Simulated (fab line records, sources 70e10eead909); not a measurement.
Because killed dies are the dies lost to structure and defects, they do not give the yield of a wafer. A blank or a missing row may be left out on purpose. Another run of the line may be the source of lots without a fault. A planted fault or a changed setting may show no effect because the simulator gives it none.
fab line records	flow nand-harc
[record] lots = 24	wafers = 72	last-day = 25
route steps=1159 shown A_BLC@993 A_M0@1013 A_M1@1037
lots that met no fault: taken from a fault-free run of the same line
start-h: hours from the record's opening day to when the first of the lot's shown wafers began	wait-h: how many hours have passed since the lot's step before this one	" identical to the entry in the row above	L1.1+2: several wafers, shown together as one row	- value missing, or start not given	* or withheld: withheld	< > ~ a bound
route shown NAME@n: NAME is a module with steps in the file, n the number in the route of the first one	usual: average and standard deviation across the fault-free wafers	same: alike in all rows	chamber/n: place in a boat	sites: each site's reading	_std_site: their standard deviation	_edge_site: the outer-site mean with the inner-site mean subtracted	radius-mm: how far each site lies from the wafer's centre	mask NAME#n: copy n	behind: the tool/chamber that last shaped the wafer	hold: why the lot went on hold/how many hours it stayed there/how the hold came to an end	device: names the non-switching transistor (n, p or np)	end of line: tests of these same wafers at the route's end	step lacking rows: just its recipe	killed: at the first sort, the dies lost to defects and structure; wafer yield is something else	map: dies across one wafer; x = killed, . = not, _ = none there
set.NAME: setting as actually run; set.NAME@STEP: the setting as run at that earlier step	model.NAME: the simulator's own value behind a step, which no gauge read
a sample of lots followed through the steps of the route, with each step as a table and each wafer as a row
services: from which hour (start-h, from the record's first day; less than 0 if before it) a tool's chamber was out of use, for how many hours, and why
[[steps]]
[step NHARC_A_BLC_INSPECT_28]
[usual] raw-defect-count = 418/120
lot.wafer	tool	chamber	start-h	wait-h	raw-defect-count
L075.1	defect-inspect-02	-	395.82	0.1	529
L075.2	"	-	"	"	410
L075.3	"	-	"	"	485
L074.1	defect-inspect-01	-	399.67	0.1	237
L074.5	"	-	"	"	333
L074.6	"	-	"	"	407
L077.1	defect-inspect-02	-	403.24	0.1	333
L077.2	"	-	"	"	667
L077.6	"	-	"	"	346
L076.1	defect-inspect-02	-	404.19	0.1	430
L076.3	"	-	"	"	323
L076.5	"	-	"	"	346
L079.2	defect-inspect-02	-	406.36	0.1	380
L079.3	"	-	"	"	440
L079.6	"	-	"	"	401
L078.3	defect-inspect-01	-	430.29	0.1	298
L078.4	"	-	"	"	262
L078.6	"	-	"	"	254
L081.3	defect-inspect-01	-	437.62	0.1	399
L081.4	"	-	"	"	375
L081.6	"	-	"	"	681
L080.2	defect-inspect-01	-	454.47	0.1	417
L080.3	"	-	"	"	495
L080.4	"	-	"	"	362
L083.1	defect-inspect-01	-	457.29	0.1	327
L083.2	"	-	"	"	508
L083.5	"	-	"	"	419
L084.1	defect-inspect-01	-	461.52	0.1	313
L084.5	"	-	"	"	359
L084.6	"	-	"	"	306
L082.1	defect-inspect-01	-	462.38	0.1	640
L082.2	"	-	"	"	354
L082.5	"	-	"	"	502
L086.1	defect-inspect-01	-	498.54	0.1	529
L086.3	"	-	"	"	600
L086.5	"	-	"	"	626
L087.1	defect-inspect-02	-	498.96	0.1	377
L087.2	"	-	"	"	478
L087.3	"	-	"	"	358
L088.1	defect-inspect-01	-	504.61	0.1	331
L088.2	"	-	"	"	466
L088.4	"	-	"	"	412
L085.2	defect-inspect-01	-	505.03	0.1	346
L085.5	"	-	"	"	314
L085.6	"	-	"	"	294
L091.4	defect-inspect-02	-	516.23	0.1	483
L091.5	"	-	"	"	357
L091.6	"	-	"	"	469
L090.1	defect-inspect-01	-	516.66	0.1	553
L090.3	"	-	"	"	389
L090.5	"	-	"	"	472
L089.3	defect-inspect-02	-	517.64	0.1	390
L089.5	"	-	"	"	289
L089.6	"	-	"	"	402
L092.1	defect-inspect-02	-	524.85	0.1	621
L092.3	"	-	"	"	625
L092.4	"	-	"	"	645
L094.1	defect-inspect-01	-	524.95	0.1	520
L094.3	"	-	"	"	672
L094.6	"	-	"	"	488
L093.1	defect-inspect-02	-	528.08	0.1	295
L093.3	"	-	"	"	296
L093.4	"	-	"	"	357
L096.1	defect-inspect-02	-	535.23	0.1	475
L096.2	"	-	"	"	346
L096.3	"	-	"	"	305
L095.3	defect-inspect-01	-	535.65	0.1	393
L095.5	"	-	"	"	445
L095.6	"	-	"	"	436
L097.1	defect-inspect-01	-	551.21	0.1	450
L097.3	"	-	"	"	387
L097.4	"	-	"	"	356
[step NHARC_A_M0_DEGAS_28]
[recipe] temp-c = 250	time-s = 60
[usual] heater-power-w = 331/39
[same] time-s = 60
lot.wafer	tool	chamber	start-h	wait-h	heater-power-w
L075.3	pvd-sputter-03	-	397.84	-	300
L075.2	"	-	"	"	281
L075.1	"	-	"	"	350
L074.1	pvd-sputter-03	-	401.66	-	361
L074.5	"	-	"	"	362
L074.6	"	-	"	"	312
L077.2	pvd-sputter-03	-	405.16	-	303
L077.1	"	-	"	"	351
L077.6	"	-	"	"	281
L076.1	pvd-sputter-03	-	406.42	-	367
L076.3	"	-	"	"	292
L076.5	"	-	"	"	283
L079.3	pvd-sputter-03	-	408.38	-	369
L079.2	"	-	"	"	301
L079.6	"	-	"	"	283
L078.4	pvd-sputter-03	-	432.31	-	355
L078.3	"	-	"	"	374
L078.6	"	-	"	"	278
L081.4	pvd-sputter-02	-	439.59	-	406
L081.3	"	-	"	"	313
L081.6	"	-	"	"	347
L080.3	pvd-sputter-03	-	456.36	-	376
L080.2	"	-	"	"	301
L080.4	"	-	"	"	281
L083.2	pvd-sputter-02	-	459.30	-	332
L083.1	"	-	"	"	416
L083.5	"	-	"	"	356
L084.1	pvd-sputter-01	-	463.54	-	347
L084.6	"	-	"	"	362
L084.5	"	-	"	"	366
L082.2	pvd-sputter-01	-	464.27	-	372
L082.1	"	-	"	"	269
L082.5	"	-	"	"	342
L086.3	pvd-sputter-01	-	500.85	-	264
L086.1	"	-	"	"	343
L086.5	"	-	"	"	352
L087.2	pvd-sputter-03	-	501.32	-	278
L087.3	"	-	"	"	366
L087.1	"	-	"	"	287
L088.2	pvd-sputter-01	-	506.67	-	343
L088.4	"	-	"	"	367
L088.1	"	-	"	"	273
L085.2	pvd-sputter-03	-	507.12	-	285
L085.6	"	-	"	"	367
L085.5	"	-	"	"	290
L091.4	pvd-sputter-03	-	518.29	-	289
L091.5	"	-	"	"	333
L091.6	"	-	"	"	373
L090.1	pvd-sputter-03	-	518.83	-	336
L090.3	"	-	"	"	296
L090.5	"	-	"	"	336
L089.3	pvd-sputter-03	-	519.59	-	284
L089.5	"	-	"	"	283
L089.6	"	-	"	"	280
L092.4	pvd-sputter-01	-	526.86	-	313
L092.3	"	-	"	"	397
L092.1	"	-	"	"	392
L094.1	pvd-sputter-03	-	526.99	-	368
L094.3	"	-	"	"	284
L094.6	"	-	"	"	357
L093.3	pvd-sputter-03	-	530.10	-	359
L093.4	"	-	"	"	285
L093.1	"	-	"	"	286
L096.2	pvd-sputter-03	-	537.25	-	290
L096.1	"	-	"	"	276
L096.3	"	-	"	"	364
L095.3	pvd-sputter-02	-	537.99	-	364
L095.6	"	-	"	"	344
L095.5	"	-	"	"	302
L097.3	pvd-sputter-02	-	553.42	-	309
L097.1	"	-	"	"	416
L097.4	"	-	"	"	334
[step NHARC_A_M0_PRE_CLEAN_31]
[recipe] time-s = 12	temp-c = 370	rf-power-w = 300	gas = NH3
[usual] heater-power-w = 607/52
[same] time-s = 12
lot.wafer	tool	chamber	start-h	wait-h	heater-power-w
L075.1	pecvd-04	2	399.56	0.1	739
L075.2	"	0	"	"	621
L075.3	"	1	"	"	542
L074.1	pecvd-02	2	403.53	0.1	559
L074.6	"	2	"	"	573
L074.5	"	1	"	"	567
L077.2	pecvd-01	2	406.82	0.1	619
L077.1	"	0	"	"	633
L077.6	"	0	"	"	641
L076.3	pecvd-01	0	408.12	0.1	620
L076.1	"	2	"	"	630
L076.5	"	1	"	"	670
L079.3	pecvd-01	2	410.34	0.1	660
L079.2	"	0	"	"	608
L079.6	"	2	"	"	639
L078.3	pecvd-01	0	433.94	0.1	637
L078.4	"	0	"	"	635
L078.6	"	1	"	"	564
L081.3	pecvd-01	0	441.22	0.1	598
L081.6	"	0	"	"	614
L081.4	"	2	"	"	566
L080.2	pecvd-02	0	458.40	0.1	608
L080.3	"	2	"	"	562
L080.4	"	1	"	"	533
L083.2	pecvd-01	2	461.22	0.4	585
L083.1	"	0	"	"	564
L083.5	"	0	"	"	556
L084.1	pecvd-01	0	465.23	0.1	644
L084.6	"	2	"	"	583
L084.5	"	0	"	"	658
L082.1	pecvd-01	0	465.90	0.1	548
L082.2	"	2	"	"	603
L082.5	"	2	"	"	575
L086.3	pecvd-04	2	502.49	0.1	724
L086.1	"	0	"	"	601
L086.5	"	2	"	"	690
L087.1	pecvd-02	0	502.96	0.1	655
L087.2	"	1	"	"	537
L087.3	"	2	"	"	548
L088.2	pecvd-01	0	508.29	0.1	556
L088.1	"	2	"	"	639
L088.4	"	0	"	"	547
L085.2	pecvd-01	0	508.76	0.1	659
L085.6	"	2	"	"	682
L085.5	"	1	"	"	608
L091.4	pecvd-01	0	519.97	0.1	635
L091.5	"	1	"	"	592
L091.6	"	2	"	"	586
L090.3	pecvd-04	1	520.68	0.2	491
L090.1	"	2	"	"	693
L090.5	"	2	"	"	689
L089.3	pecvd-04	1	521.37	0.2	558
L089.5	"	1	"	"	550
L089.6	"	2	"	"	612
L092.3	pecvd-04	2	528.47	0.1	741
L092.1	"	0	"	"	657
L092.4	"	1	"	"	545
L094.3	pecvd-01	2	528.69	0.1	641
L094.1	"	0	"	"	606
L094.6	"	1	"	"	619
L093.1	pecvd-04	0	531.76	0.1	607
L093.3	"	1	"	"	528
L093.4	"	1	"	"	513
L096.3	pecvd-01	0	538.90	0.1	629
L096.1	"	1	"	"	605
L096.2	"	2	"	"	671
L095.3	pecvd-02	2	539.67	0.1	610
L095.5	"	2	"	"	632
L095.6	"	0	"	"	681
L097.1	pecvd-01	0	555.39	0.4	666
L097.3	"	2	"	"	563
L097.4	"	2	"	"	557
[step NHARC_A_M1_OVL_MEAS_10]
[recipe] pitch-nm = 240
[usual] overlay-x-nm = -0.1/0.78	overlay-y-nm = -0.3/0.72
lot.wafer	tool	chamber	start-h	wait-h	overlay-x-nm	overlay-y-nm
L075.1	overlay-02	-	400.85	-	-0.4	-0.3
L075.2	"	-	"	"	-0.9	-0.1
L075.3	"	-	"	"	-0.2	0.2
L074.1	overlay-02	-	404.80	-	0.9	0.1
L074.5	"	-	"	"	1.3	0.1
L074.6	"	-	"	"	0.4	0.6
L077.1	overlay-01	-	408.25	-	-1.7	1.0
L077.2	"	-	"	"	-1.3	1.6
L077.6	"	-	"	"	-1.1	1.4
L076.1	overlay-01	-	409.51	-	-0.5	-1.0
L076.3	"	-	"	"	-0.4	-1.1
L076.5	"	-	"	"	0.2	-0.9
L079.2	overlay-01	-	411.74	-	0.9	-1.1
L079.3	"	-	"	"	0.8	-0.7
L079.6	"	-	"	"	1.1	-0.7
L078.3	overlay-02	-	435.33	-	0.8	0.5
L078.4	"	-	"	"	0.4	0.0
L078.6	"	-	"	"	0.4	0.6
L081.3	overlay-02	-	442.63	-	-0.8	0.1
L081.4	"	-	"	"	-0.4	-0.4
L081.6	"	-	"	"	-1.3	0.2
L080.2	overlay-01	-	459.79	-	0.8	-1.0
L080.3	"	-	"	"	1.3	-0.6
L080.4	"	-	"	"	1.1	-0.7
L083.1	overlay-01	-	462.49	-	-0.7	-0.5
L083.2	"	-	"	"	-0.4	0.0
L083.5	"	-	"	"	-0.7	0.0
L084.1	overlay-01	-	466.49	-	-0.1	-1.0
L084.5	"	-	"	"	-0.2	-0.5
L084.6	"	-	"	"	-0.4	-1.0
L082.1	overlay-01	-	467.32	-	0.8	0.5
L082.2	"	-	"	"	0.7	-0.1
L082.5	"	-	"	"	0.4	-0.1
L086.1	overlay-02	-	503.86	-	0.4	-0.4
L086.3	"	-	"	"	0.4	0.0
L086.5	"	-	"	"	1.0	-0.6
L087.1	overlay-01	-	504.37	-	-1.6	-1.3
L087.2	"	-	"	"	-1.0	-0.7
L087.3	"	-	"	"	-1.6	-0.7
L088.1	overlay-01	-	509.74	-	-1.6	-0.4
L088.2	"	-	"	"	-1.5	-0.3
L088.4	"	-	"	"	-0.6	-1.0
L085.2	overlay-02	-	510.19	-	-0.7	-1.4
L085.5	"	-	"	"	-0.8	-0.6
L085.6	"	-	"	"	-0.8	-1.5
L091.4	overlay-02	-	521.20	-	-0.6	0.3
L091.5	"	-	"	"	-0.2	0.7
L091.6	"	-	"	"	-0.6	0.2
L090.1	overlay-01	-	522.04	-	-0.4	-0.1
L090.3	"	-	"	"	-0.2	-0.2
L090.5	"	-	"	"	-0.1	-0.1
L089.3	overlay-01	-	522.78	-	0.3	0.1
L089.5	"	-	"	"	0.0	0.6
L089.6	"	-	"	"	0.3	0.4
L092.1	overlay-02	-	529.89	-	0.7	1.3
L092.3	"	-	"	"	0.9	0.8
L092.4	"	-	"	"	1.6	1.1
L094.1	overlay-02	-	530.03	-	-0.2	0.2
L094.3	"	-	"	"	0.1	0.2
L094.6	"	-	"	"	0.0	0.3
L093.1	overlay-01	-	533.04	-	-0.9	-0.1
L093.3	"	-	"	"	-0.6	-0.2
L093.4	"	-	"	"	0.0	0.0
L096.1	overlay-02	-	540.32	-	-0.4	-0.5
L096.2	"	-	"	"	-0.2	-0.6
L096.3	"	-	"	"	-0.9	-0.6
L095.3	overlay-01	-	540.94	-	-0.1	-1.4
L095.5	"	-	"	"	0.2	-1.0
L095.6	"	-	"	"	-0.2	-0.3
L097.1	overlay-02	-	556.71	-	-0.4	-1.6
L097.3	"	-	"	"	0.2	-1.7
L097.4	"	-	"	"	0.4	-1.6
[step NHARC_A_M1_DEGAS_29]
[recipe] temp-c = 250	time-s = 60
[usual] heater-power-w = 337/42
[same] time-s = 60
lot.wafer	tool	chamber	start-h	wait-h	heater-power-w
L075.2	pvd-sputter-02	-	402.04	-	363
L075.3	"	-	"	"	326
L075.1	"	-	"	"	417
L074.1	pvd-sputter-01	-	405.92	-	347
L074.6	"	-	"	"	347
L074.5	"	-	"	"	348
L077.2	pvd-sputter-02	-	409.37	-	332
L077.1	"	-	"	"	355
L077.6	"	-	"	"	327
L076.3	pvd-sputter-02	-	410.64	-	355
L076.1	"	-	"	"	317
L076.5	"	-	"	"	413
L079.2	pvd-sputter-03	-	412.86	-	287
L079.3	"	-	"	"	371
L079.6	"	-	"	"	278
L078.3	pvd-sputter-03	-	436.55	-	379
L078.4	"	-	"	"	302
L078.6	"	-	"	"	359
L081.3	pvd-sputter-03	-	443.75	-	355
L081.4	"	-	"	"	283
L081.6	"	-	"	"	378
L080.2	pvd-sputter-02	-	460.91	-	349
L080.4	"	-	"	"	330
L080.3	"	-	"	"	418
L083.1	pvd-sputter-02	-	463.60	-	419
L083.2	"	-	"	"	331
L083.5	"	-	"	"	425
L084.1	pvd-sputter-01	-	467.63	-	374
L084.5	"	-	"	"	361
L084.6	"	-	"	"	271
L082.1	pvd-sputter-02	-	468.44	-	315
L082.2	"	-	"	"	416
L082.5	"	-	"	"	338
L086.3	pvd-sputter-01	-	505.04	-	259
L086.1	"	-	"	"	340
L086.5	"	-	"	"	372
L087.3	pvd-sputter-03	-	505.53	-	367
L087.2	"	-	"	"	287
L087.1	"	-	"	"	339
L088.1	pvd-sputter-01	-	511.31	-	368
L088.4	"	-	"	"	345
L088.2	"	-	"	"	358
L085.2	pvd-sputter-03	-	511.42	-	292
L085.5	"	-	"	"	358
L085.6	"	-	"	"	291
L091.4	pvd-sputter-03	-	522.41	-	347
L091.6	"	-	"	"	349
L091.5	"	-	"	"	284
L090.1	pvd-sputter-02	-	523.20	-	319
L090.3	"	-	"	"	358
L090.5	"	-	"	"	340
L089.3	pvd-sputter-02	-	523.91	-	350
L089.5	"	-	"	"	312
L089.6	"	-	"	"	423
L092.4	pvd-sputter-01	-	531.00	-	388
L092.1	"	-	"	"	269
L092.3	"	-	"	"	310
L094.1	pvd-sputter-01	-	531.21	-	277
L094.3	"	-	"	"	386
L094.6	"	-	"	"	274
L093.1	pvd-sputter-03	-	534.16	-	292
L093.3	"	-	"	"	283
L093.4	"	-	"	"	380
L096.2	pvd-sputter-03	-	541.44	-	356
L096.1	"	-	"	"	291
L096.3	"	-	"	"	278
L095.3	pvd-sputter-01	-	542.07	-	382
L095.5	"	-	"	"	276
L095.6	"	-	"	"	321
L097.1	pvd-sputter-03	-	557.83	-	338
L097.4	"	-	"	"	289
L097.3	"	-	"	"	269
[step NHARC_A_M1_PVD_21]
[recipe] target-thk-a = 300	chamber-pressure-pa = 5	power-w = 5000	substrate-temp-c = 30	time-s = 20.49	material = Cu
[usual] chamber-pressure-pa = 5.001/0.011	throttle-valve-pct = 29.6/0.81
[same] time-s = 20.49
lot.wafer	tool	chamber	start-h	wait-h	chamber-pressure-pa	throttle-valve-pct
L075.1	pvd-sputter-02	-	-	-	5.012	31.3
L075.3	"	-	"	"	4.987	28.6
L075.2	"	-	"	"	4.975	29.3
L074.1	pvd-sputter-01	-	-	-	4.981	29.9
L074.6	"	-	"	"	5.009	28.4
L074.5	"	-	"	"	5.002	29.5
L077.2	pvd-sputter-02	-	-	-	5.001	31.2
L077.1	"	-	"	"	4.992	28.7
L077.6	"	-	"	"	4.985	31.2
L076.3	pvd-sputter-02	-	-	-	4.996	28.7
L076.1	"	-	"	"	4.999	31.5
L076.5	"	-	"	"	4.993	28.5
L079.2	pvd-sputter-03	-	-	-	5.002	29.3
L079.3	"	-	"	"	5.005	29.2
L079.6	"	-	"	"	4.985	29.2
L078.4	pvd-sputter-03	-	-	-	5.001	29.2
L078.3	"	-	"	"	5.002	31.0
L078.6	"	-	"	"	5.012	29.4
L081.4	pvd-sputter-03	-	-	-	5.018	29.2
L081.3	"	-	"	"	5.007	30.8
L081.6	"	-	"	"	5.013	29.3
L080.4	pvd-sputter-02	-	-	-	4.980	28.5
L080.3	"	-	"	"	4.986	29.4
L080.2	"	-	"	"	4.996	29.1
L083.2	pvd-sputter-02	-	-	-	5.030	28.6
L083.1	"	-	"	"	5.011	29.3
L083.5	"	-	"	"	5.020	28.8
L084.1	pvd-sputter-01	-	-	-	5.003	30.0
L084.5	"	-	"	"	4.995	28.3
L084.6	"	-	"	"	4.984	29.4
L082.1	pvd-sputter-02	-	-	-	5.005	28.7
L082.2	"	-	"	"	5.001	29.6
L082.5	"	-	"	"	5.016	31.3
L086.1	pvd-sputter-01	-	-	-	4.990	28.5
L086.3	"	-	"	"	5.008	29.8
L086.5	"	-	"	"	4.993	28.4
L087.1	pvd-sputter-03	-	-	-	5.004	29.5
L087.3	"	-	"	"	5.025	29.3
L087.2	"	-	"	"	5.014	30.8
L088.2	pvd-sputter-01	-	-	-	4.994	29.9
L088.1	"	-	"	"	5.015	28.2
L088.4	"	-	"	"	5.004	29.5
L085.2	pvd-sputter-03	-	-	-	4.988	30.8
L085.5	"	-	"	"	4.997	30.8
L085.6	"	-	"	"	4.998	29.7
L091.4	pvd-sputter-03	-	-	-	4.997	29.8
L091.5	"	-	"	"	4.995	29.3
L091.6	"	-	"	"	5.009	30.9
L090.3	pvd-sputter-02	-	-	-	5.001	28.5
L090.1	"	-	"	"	5.004	29.3
L090.5	"	-	"	"	4.995	28.6
L089.3	pvd-sputter-02	-	-	-	4.982	28.6
L089.5	"	-	"	"	5.004	29.5
L089.6	"	-	"	"	4.992	31.2
L092.1	pvd-sputter-01	-	-	-	5.008	29.5
L092.4	"	-	"	"	5.016	30.2
L092.3	"	-	"	"	4.995	28.2
L094.3	pvd-sputter-01	-	-	-	5.006	30.2
L094.1	"	-	"	"	4.986	28.1
L094.6	"	-	"	"	5.012	30.0
L093.3	pvd-sputter-03	-	-	-	4.980	29.6
L093.4	"	-	"	"	4.996	30.9
L093.1	"	-	"	"	5.014	29.7
L096.2	pvd-sputter-03	-	-	-	5.003	30.0
L096.1	"	-	"	"	5.008	29.3
L096.3	"	-	"	"	4.973	30.7
L095.3	pvd-sputter-01	-	-	-	4.997	29.1
L095.6	"	-	"	"	5.001	29.5
L095.5	"	-	"	"	5.002	30.2
L097.1	pvd-sputter-03	-	-	-	5.002	29.6
L097.4	"	-	"	"	4.995	30.0
L097.3	"	-	"	"	5.009	30.9
[[services]]
tool	chamber	start-h	hours	kind
pecvd-04	-	376.11	13.0	pm
pecvd-04	0	376.11	13.0	vent-cycle
pecvd-04	1	376.11	13.0	vent-cycle
pecvd-04	2	376.11	13.0	vent-cycle
pvd-sputter-03	-	379.14	15.3	repair
pecvd-04	0	389.11	-	clean
pecvd-04	1	389.11	-	clean
pvd-sputter-02	-	392.00	10.0	pm
pvd-sputter-01	-	413.99	26.0	repair
pecvd-01	-	418.04	13.0	pm
pecvd-01	0	418.04	13.0	vent-cycle
pecvd-01	1	418.04	13.0	vent-cycle
pecvd-01	2	418.04	13.0	vent-cycle
pecvd-01	0	431.04	-	clean
pecvd-01	1	431.04	-	clean
pecvd-01	2	431.04	-	clean
pecvd-04	-	438.58	0.4	repair
pvd-sputter-02	-	445.98	0.9	repair
pvd-sputter-03	-	458.00	10.0	pm
pecvd-04	-	458.26	2.2	repair
pvd-sputter-01	-	514.06	10.0	pm
pecvd-02	-	515.91	13.0	pm
pecvd-02	0	545.21	1.8	repair
pecvd-04	-	557.11	13.0	pm
[[key]]
fault none
